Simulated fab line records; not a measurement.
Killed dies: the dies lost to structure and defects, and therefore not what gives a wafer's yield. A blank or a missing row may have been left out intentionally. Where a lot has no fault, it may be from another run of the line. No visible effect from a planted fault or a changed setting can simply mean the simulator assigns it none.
Matching of chambers + flow n5_finfet + rie_diel-02 running N5_FIN_CUT_CUT_ETCH_26: 4 sister chambers
The step etches SiNx in CH3F/O2, target depth 39 nm, time 55.7 s. 4 wafers are shown with their chamber, then 7 later ones without.

WAFERS WITH THEIR CHAMBER
| wafer  | chamber | drypump_motor_current_A (A) |
|--------|---------|-----------------------------|
| L083.5 | 0       | 5.4                         |
| L085.1 | 2       | 6.4                         |
| L085.5 | 3       | 5.4                         |
| L086.5 | 1       | 5.7                         |

WAFERS WITHOUT THEIR CHAMBER
| wafer  | drypump_motor_current_A (A) |
|--------|-----------------------------|
| L086.6 | 5.4                         |
| L090.3 | 5.4                         |
| L090.5 | 6.4                         |
| L090.6 | 5.7                         |
| L096.1 | 5.4                         |
| L096.2 | 5.7                         |
| L096.3 | 6.5                         |

WHICH CHAMBER EACH WENT THROUGH
| wafer  | from the rows above     | in truth |
|--------|-------------------------|----------|
| L086.6 | can't be placed: 0 or 3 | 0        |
| L090.3 | can't be placed: 0 or 3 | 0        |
| L090.5 | 2                       | 2        |
| L090.6 | 1                       | 1        |
| L096.1 | can't be placed: 0 or 3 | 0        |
| L096.2 | 1                       | 1        |
| L096.3 | 2                       | 2        |
Correct placement for 4 of the 7. Unplaceable from these rows: 3, with the true chamber sitting among the candidates in 3. Wrongly placed: 0.
How it was worked out, from the rows above alone: a wafer's distance from a chamber is the root of the sum, over the readings, of the square of ((its reading less the chamber's mean) divided by the reading's scatter). The wafer belongs to the nearest chamber; if the next one is less than 2 further off, it can't be placed. Each chamber's mean is taken over the wafers shown for it. The scatter (one wafer shown for each chamber): square how far every hidden wafer sits from the nearest shown wafer, average those squares and take the square root.
